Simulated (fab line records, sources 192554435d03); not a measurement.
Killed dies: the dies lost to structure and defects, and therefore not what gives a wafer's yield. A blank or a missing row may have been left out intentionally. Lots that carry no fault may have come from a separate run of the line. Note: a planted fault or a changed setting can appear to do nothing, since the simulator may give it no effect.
8D (eight disciplines) problem report, filled in by code :: flow n5-finfet :: the parts of the form that need people (team, actions taken, sign-off) are left out
Where a reading is given only as a bound, like >300, the bound stands for it, and a mean or a difference that rests on one is marked > or <: the true number lies beyond.

1. THE ISSUE
raw-defect-count at N5_BEOL_M15_INSPECT_12 reads a mean of >300 on 6 wafers of 2 lots; wafers without a fault read 2 with a standard deviation of 1.5. That is +99 or more standard deviations from the usual mean.
The step: inspects for defects (macro).
First observed at day 15 01:16: wafer L718.1, on defect-inspect-02. Wafers with a number at this step in the record: 32, from 11 lots. The rule behind "out" and "out of limits": a value lying over 4 standard deviations away from the usual mean. Any other wafer with a number is counted as sound.

2. WHAT IT IS, WHAT IT ISN'T
question: which readings at this step
is: raw-defect-count
is not: -

question: which lots
is: L718, L724
is not: L704, L705, L707, L708, L709, L711, L712, L714, L726

question: which wafers of those lots
is: all that have a number
is not: -

question: read on which gauges
is: defect-inspect-02
is not: defect-inspect-01

question: when
is: from day 15 01:16
is not: up to then (23 sound wafers); but 3 sound wafers of L726 came after

3. SUSPECTS, AND WHAT RULES EACH OUT
Counting: any tool at a process step up to the reading is kept as a suspect provided that every lot that is out went through it and no sound lot did after the first of them.
- the gauge at N5_BEOL_M15_INSPECT_12: ruled out. All the wafers that are out were read on defect-inspect-02, but those of them that N5_PASSIVATION_PROBE_49 has rows for are out there too, on other tools.
- pvd-sputter-01 at N5_BEOL_M14_SPUTTER_45 (material Cu, target thk 100 nm, time 16.67 s): kept. All lots that are out passed through it, beginning with L718 at day 14 23:02, and no sound lot followed; its final sound lot before that point was L714 at day 14 01:04.
- pecvd-02 at N5_BEOL_M15_ILD_DEP_00 (deposits SiO2 from TEOS/O2, target thk 1629.3 nm, time 346.1 s): kept. All lots that are out passed through it, beginning with L718 at day 15 00:39, and no sound lot followed; its final sound lot before that point was L712 at day 13 08:43.
The count leaves pecvd-02 at N5_BEOL_M15_ILD_DEP_00 and pvd-sputter-01 at N5_BEOL_M14_SPUTTER_45.

4. THE CAUSE (what the simulator had put in)
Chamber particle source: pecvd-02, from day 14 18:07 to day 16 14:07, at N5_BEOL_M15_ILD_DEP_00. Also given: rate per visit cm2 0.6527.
Of the 2 suspects that counting leaves, this tool is one.

5. THE CHAIN OF EFFECTS, in route order
One row per reading whose mean, taken over the struck wafers that have a number, lies over 3 standard deviations from the usual. Only readings whose record carries a usual standard deviation are examined. hours: median over the lots of the time between each lot's start at the first step of this table that gives one and its start at this step. sigmas: the change, counted in usual standard deviations.
hours: 0
step: N5_BEOL_M15_INSPECT_12
reading: raw-defect-count
usual: 2
on struck wafers: >300
change: >+298
sigmas: +99 or more

hours: 21
step: N5_PASSIVATION_PROBE_49
reading: defect-limited-yield
usual: 90.9 %
on struck wafers: 83.4
change: -7.5
sigmas: -5.0

hours: 21
step: N5_PASSIVATION_PROBE_49
reading: killed_at_M4_up
usual: 13
on struck wafers: 102
change: +90
sigmas: +20

hours: 21
step: N5_PASSIVATION_PROBE_49
reading: killed-dies
usual: 107
on struck wafers: 195
change: +88
sigmas: +4.9

hours: 21
step: N5_PASSIVATION_PROBE_49
reading: sort_bin_5_function
usual: 5.3 %
on struck wafers: 10.1
change: +4.8
sigmas: +4.4

hours: 21
step: N5_PASSIVATION_PROBE_49
reading: sort-n-pass
usual: 1073
on struck wafers: 985
change: -88
sigmas: -4.9

hours: 21
step: N5_PASSIVATION_PROBE_49
reading: sort-yield-pct
usual: 90.9 %
on struck wafers: 83.4
change: -7.5
sigmas: -5.0
Its process steps:
- N5_PASSIVATION_PROBE_49

6. HOW IT WOULD HAVE BEEN CAUGHT EARLIER
7 hours passed between the start of the fault at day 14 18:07 and the first reading out of limits at a measuring or inspecting step in this record, taken at day 15 01:16.
Tool readings at N5_BEOL_M15_ILD_DEP_00 with a usual standard deviation given in the record: none out on any struck wafer, hence no alarm at a limit of 4 standard deviations on them.
L724, from the lots that are out (2), started N5_BEOL_M15_ILD_DEP_00 on pecvd-02 later than day 15 01:16. Holding the tool at that time would have saved it.
